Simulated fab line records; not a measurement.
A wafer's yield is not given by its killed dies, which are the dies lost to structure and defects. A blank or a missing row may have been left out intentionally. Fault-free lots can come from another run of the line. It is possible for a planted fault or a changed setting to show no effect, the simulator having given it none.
Matching of chambers || flow nandHarc || rieDiel-12 running NHARC_A_CHANNEL_FILL_D2_ETCHBACK_20: 4 sister chambers
The step etches the open film in C4F8/O2/Ar, target depth 27 nm, time 13.5 s. 4 wafers are shown with their chamber, then 11 later ones without.

## WAFERS, EACH WITH ITS CHAMBER
{"wafer": "L076.5", "chamber": 1, "rfVppV (V)": 982}
{"wafer": "L091.1", "chamber": 2, "rfVppV (V)": 980}
{"wafer": "L091.6", "chamber": 3, "rfVppV (V)": 977}
{"wafer": "L092.3", "chamber": 0, "rfVppV (V)": 972}

## WAFERS MISSING THEIR CHAMBER
{"wafer": "L092.4", "rfVppV (V)": 981}
{"wafer": "L092.6", "rfVppV (V)": 978}
{"wafer": "L093.1", "rfVppV (V)": 980}
{"wafer": "L093.2", "rfVppV (V)": 984}
{"wafer": "L093.3", "rfVppV (V)": 976}
{"wafer": "L094.4", "rfVppV (V)": 980}
{"wafer": "L094.5", "rfVppV (V)": 978}
{"wafer": "L094.6", "rfVppV (V)": 982}
{"wafer": "L095.1", "rfVppV (V)": 979}
{"wafer": "L095.2", "rfVppV (V)": 972}
{"wafer": "L095.4", "rfVppV (V)": 977}

## WHICH CHAMBER EACH WENT THROUGH
{"wafer": "L092.4", "from the rows above": "can't be placed: 1 or 2", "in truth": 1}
{"wafer": "L092.6", "from the rows above": "can't be placed: 3 or 2", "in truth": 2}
{"wafer": "L093.1", "from the rows above": 2, "in truth": 2}
{"wafer": "L093.2", "from the rows above": 1, "in truth": 1}
{"wafer": "L093.3", "from the rows above": 3, "in truth": 3}
{"wafer": "L094.4", "from the rows above": 2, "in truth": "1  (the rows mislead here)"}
{"wafer": "L094.5", "from the rows above": "can't be placed: 3 or 2", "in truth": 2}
{"wafer": "L094.6", "from the rows above": 1, "in truth": 1}
{"wafer": "L095.1", "from the rows above": "can't be placed: 2 or 3", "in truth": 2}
{"wafer": "L095.2", "from the rows above": 0, "in truth": 0}
{"wafer": "L095.4", "from the rows above": 3, "in truth": 3}
Correctly placed: 6 of 11. From these rows, 4 cannot be placed; in 4 the true chamber is one of the candidates. Placed wrongly: 1.
How it was worked out, from the rows above alone: a wafer's distance from a chamber is the root of the sum, over the readings, of the square of ((its reading less the chamber's mean) divided by the reading's scatter). The wafer belongs to the nearest chamber; if the next one is less than 2 further off, it can't be placed. The mean given for a chamber averages the wafers shown for that chamber. The scatter: with one shown wafer a chamber, the root of the mean of the squares of how far each hidden wafer lies from its nearest shown one.
